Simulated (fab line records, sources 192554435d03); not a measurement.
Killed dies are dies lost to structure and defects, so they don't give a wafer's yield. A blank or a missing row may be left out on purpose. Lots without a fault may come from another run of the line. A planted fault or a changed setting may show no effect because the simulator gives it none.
fab line records | flow n5_finfet
record lots=10 wafers=30 last_day=18
route steps=1938 shown BEOL_M1@814 BEOL_M4@1111
lots that met no fault: from a run of the same line without faults
start_h: hours from the record's first day to the start of the lot's first wafer shown | wait_h: hours since the lot's step before | " the same as in the row above | L1.1+2: a row that stands for several wafers | - no value, or no start given | * or withheld: withheld | < > ~ a bound
route shown NAME@n: a module of which the file shows steps, and the number in the route of the first | usual: mean/standard deviation of fault-free wafers | same: alike in all rows | chamber/n: place in a boat | sites: the reading at each site | _std_site: their standard deviation | _edge_site: outer sites' mean less inner sites' | radius_mm: how far each site lies from the wafer's centre | mask NAME#n: copy n | behind: the tool/chamber that last shaped the wafer | hold: why the lot was held/for how many hours/how that ended | device: the transistor (n, p or np) that didn't switch | end of line: the same wafers' tests at the end of the route | a step without rows: its recipe alone | killed: dies lost to structure and defects at the first sort, not the wafer's yield | map: a wafer's dies, x killed, . not, _ none there
set.NAME: the setting as run; set.NAME@STEP: as run at that earlier step | model.NAME: the simulator's own value behind a step, which no gauge read
steps of the route over a sample of lots; a table a step, a row a wafer
services: from which hour (start_h, from the record's first day; less than 0 if before it) a tool's chamber was out of use, for how many hours, and why
## steps
# step N5_BEOL_M1_SPUTTER_48
# recipe material=Cu target_thk_a=45 temp_c=-20 chamber_pressure_pa=0.07 power_w=withheld time_s=8.29
# usual throttle_valve_pct=29.8/1.1
# same time_s=8.29
# columns lot.wafer tool chamber start_h wait_h throttle_valve_pct
L417.3 pvd_sputter-03 - 132.32 0.4 29.4
L417.4 " - " " 31.9
L417.6 " - " " 28.7
L420.1 pvd_sputter-01 - 151.80 2.0 29.4
L420.3 " - " " 29.9
L420.5 " - " " 31.1
L423.1 pvd_sputter-01 - 172.78 0.2 29.8
L423.3 " - " " 31.0
L423.6 " - " " 30.8
L424.1 pvd_sputter-03 - 181.41 0.2 28.6
L424.4 " - " " 31.8
L424.5 " - " " 28.5
L427.1 pvd_sputter-01 - 209.37 0.2 29.7
L427.3 " - " " 29.5
L427.6 " - " " 29.9
L434.1 pvd_sputter-03 - 238.63 1.3 28.4
L434.2 " - " " 31.8
L434.5 " - " " 31.6
L435.3 pvd_sputter-03 - 243.64 0.1 30.1
L435.4 " - " " 28.5
L435.6 " - " " 32.1
L437.1 pvd_sputter-03 - 252.61 0.2 31.7
L437.4 " - " " 28.6
L437.6 " - " " 29.8
L438.2 pvd_sputter-03 - 267.01 0.1 28.6
L438.3 " - " " 29.7
L438.4 " - " " 28.6
L439.1 pvd_sputter-03 - 278.45 0.3 29.9
L439.3 " - " " 28.7
L439.6 " - " " 29.5
# step N5_BEOL_M1_SPUTTER_79
# recipe material=Cu target_thk_a=45 temp_c=-20 chamber_pressure_pa=0.07 power_w=withheld time_s=8.29
# usual throttle_valve_pct=29.8/1.1
# same time_s=8.29
# columns lot.wafer tool chamber start_h wait_h throttle_valve_pct
L417.3 pvd_sputter-03 - 132.54 0.1 29.7
L417.4 " - " " 32.0
L417.6 " - " " 28.5
L420.1 pvd_sputter-01 - 152.02 0.1 29.6
L420.3 " - " " 29.9
L420.5 " - " " 31.3
L423.1 pvd_sputter-01 - 173.03 0.1 29.7
L423.3 " - " " 31.0
L423.6 " - " " 31.1
L424.1 pvd_sputter-03 - 181.63 0.1 28.8
L424.4 " - " " 32.0
L424.5 " - " " 28.4
L427.1 pvd_sputter-01 - 209.81 0.1 29.9
L427.3 " - " " 29.6
L427.6 " - " " 30.1
L434.1 pvd_sputter-03 - 238.85 0.1 28.5
L434.2 " - " " 31.8
L434.5 " - " " 31.8
L435.3 pvd_sputter-03 - 243.86 0.1 29.9
L435.4 " - " " 28.5
L435.6 " - " " 31.9
L437.1 pvd_sputter-03 - 252.83 0.1 31.8
L437.4 " - " " 28.7
L437.6 " - " " 29.8
L438.2 pvd_sputter-03 - 267.23 0.1 28.5
L438.3 " - " " 29.9
L438.4 " - " " 28.5
L439.1 pvd_sputter-03 - 278.67 0.1 29.9
L439.3 " - " " 28.5
L439.6 " - " " 30.1
# step N5_BEOL_M1_ANNEAL_82
# recipe temp_c=400 time_s=240 ambient=vacuum
# usual heater_power_w=800/87 susceptor_temp_C=399.98/0.23
# same time_s=240
# columns lot.wafer tool chamber start_h wait_h heater_power_w susceptor_temp_C
L417.3 pvd_sputter-03 - 132.84 0.0 788 400.01
L417.4 " - " " 730 400.13
L417.6 " - " " 933 399.93
L420.1 pvd_sputter-01 - 152.32 0.0 875 400.17
L420.3 " - " " 755 400.24
L420.5 " - " " 927 399.82
L423.1 pvd_sputter-01 - 173.36 0.0 805 399.68
L423.3 " - " " 922 399.96
L423.6 " - " " 908 400.16
L424.1 pvd_sputter-03 - 181.93 0.0 927 399.79
L424.4 " - " " 711 399.95
L424.5 " - " " 939 399.99
L427.1 pvd_sputter-01 - 210.41 0.1 742 400.06
L427.3 " - " " 825 400.21
L427.6 " - " " 727 400.15
L434.1 pvd_sputter-03 - 239.15 0.0 946 400.00
L434.2 " - " " 733 399.72
L434.5 " - " " 718 399.83
L435.3 pvd_sputter-03 - 244.16 0.0 820 399.91
L435.4 " - " " 683 400.25
L435.6 " - " " 722 399.89
L437.1 pvd_sputter-03 - 253.13 0.0 718 399.73
L437.4 " - " " 945 400.09
L437.6 " - " " 810 400.15
L438.2 pvd_sputter-03 - 267.53 0.0 961 399.94
L438.3 " - " " 777 399.87
L438.4 " - " " 692 399.80
L439.1 pvd_sputter-03 - 278.97 0.0 803 400.11
L439.3 " - " " 678 399.34
L439.6 " - " " 813 399.95
# step N5_BEOL_M1_ANNEAL_87
# recipe temp_c=400 time_s=240 ambient=vacuum
# usual heater_power_w=800/86 susceptor_temp_C=400.00/0.22 time_s=240/0
# columns lot.wafer tool chamber start_h wait_h heater_power_w susceptor_temp_C time_s
L417.3 pvd_sputter-03 - 133.06 0.0 783 400.12 240
L417.4 " - " " 719 400.21 240
L417.6 " - " " 922 399.97 240
L420.1 pvd_sputter-01 - 152.54 0.0 858 399.95 240
L420.3 " - " " 748 400.32 240
L420.5 " - " " 898 399.85 240
L423.1 pvd_sputter-01 - 173.61 0.0 789 399.64 240
L423.3 " - " " 932 400.20 240
L423.6 " - " " 921 400.29 240
L424.1 pvd_sputter-03 - 182.15 0.0 958 400.23 240
L424.4 " - " " 710 400.02 240
L424.5 " - " " 927 400.25 240
L427.1 pvd_sputter-01 - 210.85 0.1 755 400.46 240
L427.3 " - " " 864 399.87 240
L427.6 " - " " 738 400.01 240
L434.1 pvd_sputter-03 - 239.37 0.0 - - -
L434.2 " - " " - - -
L434.5 " - " " - - -
L435.3 pvd_sputter-03 - 244.38 0.0 - - -
L435.4 " - " " - - -
L435.6 " - " " - - -
L437.1 pvd_sputter-03 - 253.35 0.0 715 399.53 240
L437.4 " - " " 924 399.92 240
L437.6 " - " " 806 400.02 240
L438.2 pvd_sputter-03 - 267.75 0.0 921 399.98 240
L438.3 " - " " 789 400.19 240
L438.4 " - " " 697 400.35 240
L439.1 pvd_sputter-03 - 279.19 0.0 801 400.28 240
L439.3 " - " " 682 399.72 240
L439.6 " - " " 810 400.18 240
# step N5_BEOL_M4_RC_MEAS_101
# usual DIBL_N=37.5/2.5 DIBL_P=38/3.1 IOFF_N=0.19/0.059 IOFF_P=0.24/0.061 ION_N=679/16 ION_P=465/9.8 SS_N=72.0/0.8 SS_P=73.7/0.86 VT_N=248/4.5 VT_P=-249/3.5
# columns lot.wafer tool chamber start_h wait_h DIBL_N[mV/V] DIBL_P[mV/V] IOFF_N[nA/um] IOFF_P[nA/um] ION_N[uA/um] ION_P[uA/um] SS_N[mV/dec] SS_P[mV/dec] VT_N[mV] VT_P[mV]
L417.3 prober-02 0 170.07 0.3 37.3 38 0.18 0.23 677 459 72.0 73.5 250 -250
L417.4 " 0 " " 37.3 40 0.19 0.27 675 465 72.5 74.2 248 -248
L417.6 " 0 " " 37.4 38 0.18 0.22 676 460 72.6 73.8 255 -252
L420.1 prober-02 0 188.58 0.0 37.5 38 0.19 0.24 679 463 71.3 73.4 249 -248
L420.3 " 0 " " 41.0 43 0.31 0.37 711 480 72.8 75.0 238 -242
L420.5 " 0 " " 37.7 38 0.18 0.25 683 469 72.1 73.4 248 -247
L423.1 prober-02 0 221.67 0.0 35.9 37 0.16 0.20 667 459 72.3 73.8 251 -252
L423.3 " 0 " " 37.2 37 0.19 0.20 680 461 72.0 73.0 249 -251
L423.6 " 0 " " 33.6 34 0.11 0.17 659 451 70.9 73.0 255 -254
L424.1 prober-01 0 237.18 0.1 34.4 35 0.10 0.16 657 453 70.8 73.2 260 -253
L424.4 " 0 " " 38.7 39 0.18 0.24 673 467 71.8 74.1 247 -249
L424.5 " 0 " " 37.1 37 0.14 0.20 651 452 71.5 73.1 252 -251
L427.1 prober-02 0 252.06 0.0 39.0 40 0.23 0.28 694 469 71.8 73.5 244 -247
L427.3 " 0 " " 36.6 38 0.17 0.24 672 463 71.9 73.4 249 -248
L427.6 " 0 " " 42.2 45 0.37 0.43 714 484 72.8 74.8 238 -242
L434.1 prober-02 0 284.19 0.0 34.5 35 0.14 0.21 668 462 70.9 73.5 249 -249
L434.2 " 0 " " 36.0 35 0.14 0.20 668 459 71.2 73.8 251 -250
L434.5 " 0 " " 39.9 40 0.24 0.28 696 475 71.8 74.1 244 -246
L435.3 prober-02 0 288.15 0.3 37.6 37 0.19 0.24 683 463 72.1 73.9 249 -249
L435.4 " 0 " " 35.7 34 0.16 0.21 667 462 71.5 73.3 249 -250
L435.6 " 0 " " 37.4 36 0.20 0.24 685 466 72.0 73.8 244 -250
L437.1 prober-01 0 310.43 0.0 38.6 42 0.21 0.29 685 475 72.0 74.4 247 -249
L437.4 " 0 " " 39.0 39 0.20 0.23 676 455 71.8 74.7 247 -251
L437.6 " 0 " " 39.9 41 0.23 0.26 687 466 72.2 74.6 245 -249
L438.2 prober-02 0 312.12 0.2 37.5 39 0.18 0.22 679 466 72.5 73.7 251 -252
L438.3 " 0 " " 34.7 35 0.13 0.17 673 459 71.5 73.4 254 -252
L438.4 " 0 " " 37.5 40 0.19 0.26 677 463 72.1 74.5 248 -249
L439.1 prober-02 0 317.13 0.0 36.5 37 0.18 0.22 681 462 72.6 73.0 250 -249
L439.3 " 0 " " 36.5 39 0.19 0.27 690 476 72.7 74.0 247 -247
L439.6 " 0 " " 36.0 37 0.15 0.20 677 461 72.3 73.7 253 -253
## services
# columns tool chamber start_h hours kind
pvd_sputter-01 - 133.40 2.5 repair
## key
first_sign step=N5_BEOL_M1_ANNEAL_87 reading=tool_record direction=missing
effect none on later readings
met_at N5_BEOL_M1_ANNEAL_87
struck_lots L434,L435
not_acting_at N5_BEOL_M1_SPUTTER_48,N5_BEOL_M1_SPUTTER_79,N5_BEOL_M1_ANNEAL_82
onset_between 182.15 239.37
fault kind=skipped_step_whole tool=pvd_sputter-03 chamber=- onset_h=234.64 steps=N5_BEOL_M1_ANNEAL_87 scope=struck_lots_only
